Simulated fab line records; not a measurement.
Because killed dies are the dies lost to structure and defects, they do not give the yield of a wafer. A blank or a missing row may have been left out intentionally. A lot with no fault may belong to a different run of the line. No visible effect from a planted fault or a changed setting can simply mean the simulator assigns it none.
Chamber matching | flow nand-harc | NHARC_P_CONTACT_STRIP_28 on rie-diel-01 has 4 sister chambers
The step strips in O2. 8 wafers are shown with their chamber, then 10 later ones without.

## WAFERS WITH THEIR CHAMBER
wafer  | chamber | showerhead-plenum-p-Torr (Torr) | drypump-motor-current-A (A)
L086.1 | 2       | 3.31                            | 5.7
L087.1 | 1       | 3.35                            | 5.7
L087.3 | 2       | 3.30                            | 5.7
L089.1 | 0       | 3.51                            | 6.5
L089.2 | 3       | 3.77                            | 5.2
L089.6 | 1       | 3.35                            | 5.8
L088.3 | 3       | 3.77                            | 5.3
L088.4 | 0       | 3.51                            | 6.6

## WAFERS WITHOUT THEIR CHAMBER
wafer  | showerhead-plenum-p-Torr (Torr) | drypump-motor-current-A (A)
L088.6 | 3.77                            | 5.3
L093.1 | 3.50                            | 6.5
L093.5 | 3.77                            | 5.2
L093.6 | 3.30                            | 5.7
L094.1 | 3.35                            | 5.7
L094.4 | 3.30                            | 5.7
L094.6 | 3.77                            | 5.2
L097.1 | 3.30                            | 5.7
L097.4 | 3.34                            | 5.7
L097.6 | 3.50                            | 6.5

## WHICH CHAMBER EACH WENT THROUGH
wafer  | from the rows above | in truth
L088.6 | 3                   | 3
L093.1 | 0                   | 0
L093.5 | 3                   | 3
L093.6 | 2                   | 2
L094.1 | 1                   | 1
L094.4 | 2                   | 2
L094.6 | 3                   | 3
L097.1 | 2                   | 2
L097.4 | 1                   | 1
L097.6 | 0                   | 0
10 of 10 placed correctly. Left unplaced by these rows: 0. Number placed wrongly: 0.
How it was worked out, from the rows above alone: a wafer's distance from a chamber is the root of the sum, over the readings, of the square of ((its reading less the chamber's mean) divided by the reading's scatter). The wafer belongs to the nearest chamber; if the next one is less than 2 further off, it can't be placed. The mean given for a chamber averages the wafers shown for that chamber. The scatter: take each reading less its chamber's mean, square it, sum over the shown wafers, divide by the number of wafers less the number of chambers, and take the root.
